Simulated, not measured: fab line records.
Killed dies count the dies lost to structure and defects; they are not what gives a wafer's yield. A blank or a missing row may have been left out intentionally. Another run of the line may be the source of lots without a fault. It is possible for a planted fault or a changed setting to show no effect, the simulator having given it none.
Commonality check across tools | flow n5 finfet | 9 lots, 27 wafers sampled

== REASON FOR OPENING ==
On 2 of the 9 lots, a flag is raised at N5_BEOL_M0_OCD_MEAS_108 on the reading trench depth nm. Wafers without a fault read 32.8 nm, standard deviation 0.82.
Rule: a lot gets a flag if all its wafers with a number sit over 4 standard deviations from that mean, or if no wafer of it has a number. As for the other lots, they are considered sound.

lot  | measured     | on     | trench depth nm (nm), wafer by wafer | flag
L398 | day 6 19:02  | ocd-01 | 32.2 33.4 31.7                       |
L399 | day 6 19:46  | ocd-01 | 32.3 31.2 31.0                       |
L401 | day 7 12:52  | ocd-02 | 33.0 31.8 32.9                       |
L403 | day 8 05:29  | ocd-02 | 34.0 33.7 32.2                       |
L410 | day 9 16:05  | ocd-01 | 0.3 0 0                              | FLAGGED
L411 | day 9 18:23  | ocd-01 | 0 0 0                                | FLAGGED
L416 | day 11 08:07 | ocd-02 | 33.2 31.9 33.1                       |
L417 | day 11 09:01 | ocd-01 | 33.4 34.2 33.9                       |
L418 | day 11 09:17 | ocd-02 | 33.8 32.9 33.4                       |
The mean of the flagged lots' numbers is 0.0 nm, -32.8 nm from the usual (-40 standard deviations).

== TOOL THAT RAN EACH LOT ==
Before the reading, the record contains 3 process steps out of a 1938-step route. Read each cell as the tool, then ch plus the chambers that the sampled wafers visited, then the start.
lot  | flag    | N5_BEOL_M0_SAQP_ALD_48            | N5_BEOL_M0_CUTY_ETCH_63            | N5_BEOL_M0_TRENCH_ETCH_107
L398 |         | ald sin-01 ch 0,1,3, day 6 16:17  | rie diel-03 ch 2,3, day 6 17:20    | rie diel-01 ch 1,3, day 6 18:56
L399 |         | ald sin-01 ch 0,1, day 6 17:23    | rie diel-01 ch 1,2, day 6 18:35    | rie diel-01 ch 0,2,3, day 6 19:40
L401 |         | ald sin-02 ch 0,2,3, day 7 08:25  | rie diel-03 ch 0,1,3, day 7 09:45  | rie diel-04 ch 0,1,3, day 7 12:45
L403 |         | ald sin-02 ch 0,1,2, day 8 02:01  | rie diel-01 ch 0,1,3, day 8 03:13  | rie diel-03 ch 0,1,2, day 8 05:23
L410 | FLAGGED | ald sin-03 ch 2,3, day 9 11:48    | rie diel-01 ch 0,1, day 9 13:02    | rie diel-01 ch 0,1,3, day 9 15:58
L411 | FLAGGED | ald sin-01 ch 0,1,2, day 9 15:01  | rie diel-03 ch 0,2,3, day 9 16:21  | rie diel-04 ch 0,2,3, day 9 18:17
L416 |         | ald sin-03 ch 0,1,3, day 11 00:30 | rie diel-03 ch 1,3, day 11 01:42   | rie diel-04 ch 2,3, day 11 08:01
L417 |         | ald sin-02 ch 0,2, day 11 06:12   | rie diel-03 ch 0,2,3, day 11 07:23 | rie diel-03 ch 2,3, day 11 08:55
L418 |         | ald sin-01 ch 1,2,3, day 11 07:09 | rie diel-01 ch 0,1,3, day 11 08:22 | rie diel-03 ch 0,1,3, day 11 09:11
What is done by these steps:
- N5_BEOL_M0_SAQP_ALD_48: deposits SiO2, target thk 20 nm, pulse time 1 s, co reactant pulse time 1 s.
- N5_BEOL_M0_CUTY_ETCH_63: etches SOC in N2/H2, target depth 82.7 nm, overetch 16.5 nm, time 124 s.
- N5_BEOL_M0_TRENCH_ETCH_107: etches SiOC in C4F6/O2, target depth 32.8 nm, time 16.4 s.
- N5_BEOL_M0_OCD_MEAS_108

== FLAGGED OVER TOTAL, TOOL BY TOOL (the gauges that took the reading come last) ==
step                       | tool        | lots run | flagged | share of the flagged lots | sound lots run after its first flagged lot
N5_BEOL_M0_SAQP_ALD_48     | ald sin-01  | 4        | 1       | some                      | 1 (L418)
N5_BEOL_M0_SAQP_ALD_48     | ald sin-02  | 3        | 0       | none                      | -
N5_BEOL_M0_SAQP_ALD_48     | ald sin-03  | 2        | 1       | some                      | 1 (L416)
N5_BEOL_M0_CUTY_ETCH_63    | rie diel-01 | 4        | 1       | some                      | 1 (L418)
N5_BEOL_M0_CUTY_ETCH_63    | rie diel-03 | 5        | 1       | some                      | 2 (L416,L417)
N5_BEOL_M0_TRENCH_ETCH_107 | rie diel-01 | 3        | 1       | some                      | 0
N5_BEOL_M0_TRENCH_ETCH_107 | rie diel-03 | 3        | 0       | none                      | -
N5_BEOL_M0_TRENCH_ETCH_107 | rie diel-04 | 3        | 1       | some                      | 1 (L416)
N5_BEOL_M0_OCD_MEAS_108    | ocd-01      | 5        | 2       | all                       | 1 (L417)
N5_BEOL_M0_OCD_MEAS_108    | ocd-02      | 4        | 0       | none                      | -

== WHAT THE TABLE PERMITS ==
In the table, 1 row covers all flagged lots: ocd-01 at N5_BEOL_M0_OCD_MEAS_108.
- ocd-01 at N5_BEOL_M0_OCD_MEAS_108: 2 of its 5 lots flagged. After the first flagged lot (L417), sound lots still ran on it; a lasting fault on the whole tool would not permit that.
No row of the table ran every flagged lot and no sound lot after the first.

== WHAT HAD BEEN PUT IN BY THE SIMULATOR ==
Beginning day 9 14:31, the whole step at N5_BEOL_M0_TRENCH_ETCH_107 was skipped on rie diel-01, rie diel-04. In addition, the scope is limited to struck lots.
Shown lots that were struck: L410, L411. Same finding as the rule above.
